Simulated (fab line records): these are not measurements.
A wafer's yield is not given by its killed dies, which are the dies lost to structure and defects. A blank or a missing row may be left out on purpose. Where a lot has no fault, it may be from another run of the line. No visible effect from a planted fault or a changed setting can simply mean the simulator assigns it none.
8D (eight disciplines) problem report, filled in by code ; flow n5Finfet ; the parts of the form that need people (team, actions taken, sign-off) are left out

== 1. THE ISSUE ==
cf4FlowSccm at N5_BEOL_M8_ETCH_65 reads a mean of 70.14 sccm on 6 wafers of 2 lots; wafers without a fault read 99.99 sccm with a standard deviation of 0.27. So: -99 or more standard deviations from the usual mean.
The step: etches SiARC in CF4, target depth 15.6 nm, time 26 s.
Seen first at day 12 05:47 on rieDiel-04, wafer L944.1. At this step, 30 wafers from 10 lots have a number in the record. The rule behind "out" and "out of limits": a value lying over 4 standard deviations away from the usual mean. All remaining wafers that have a number are taken as sound.

== 2. WHAT IT IS, AND WHAT IT ISN'T ==
question;is;is not
which readings at this step;cf4FlowSccm, throttleValvePct;drypumpMotorCurrentA, oesProductAu, rfVppV
which lots;L943, L944;L932, L936, L940, L941, L951, L953, L954, L955
which wafers of those lots;all that have a number;-
read on which tools;rieDiel-04;rieDiel-02, rieDiel-03
when;from day 12 05:47;"up to then (12 sound wafers); but 12 sound wafers of L951, L953, L954, L955 came after"

== 3. WHAT RULES OUT EACH SUSPECT ==
Counting: a tool at any process step up to the reading remains a suspect when it ran all the lots that are out and ran no sound lot after the first of those.
- rieDiel-04 at N5_BEOL_M8_ETCH_65 (etches SiARC in CF4, target depth 15.6 nm, time 26 s): kept. Every lot that is out went through it, starting with L944 (day 12 05:47), and after that it ran no sound lot; the last sound lot it ran before then is L940 (day 11 17:00). Its own readings are out on those wafers: cf4FlowSccm, throttleValvePct.
After counting, what remains is rieDiel-04 at N5_BEOL_M8_ETCH_65.

== 4. THE CAUSE (what the simulator had put in) ==
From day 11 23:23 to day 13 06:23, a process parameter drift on rieDiel-04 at N5_BEOL_M8_ETCH_65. From 100, the setting cf4FlowSccm moved by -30. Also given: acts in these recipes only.
After counting, this tool was the only one left.

== 5. THE CHAIN OF EFFECTS, in route order ==
Each row: a reading whose mean over the struck wafers that have a number lies more than 3 standard deviations from the usual. Scope: only readings with a usual standard deviation given in the record; hours: median across lots of the time from each lot's start at the first step in this table that gives one to its start at this step; sigmas: change in usual standard deviations.
hours;step;reading;usual;on struck wafers;change;sigmas
0;N5_BEOL_M8_ETCH_65;cf4FlowSccm;99.99 sccm;70.14;-29.85;-99 or more
0;N5_BEOL_M8_ETCH_65;throttleValvePct;15.47 %;14.19;-1.28;-8.6
Its process steps:
- N5_BEOL_M8_ETCH_65: etches SiARC in CF4, target depth 15.6 nm, time 26 s.

== 6. HOW IT WOULD HAVE BEEN CAUGHT EARLIER ==
The fault began at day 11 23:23; the first out-of-limits reading in this record came at day 12 05:47, 6 hours later.
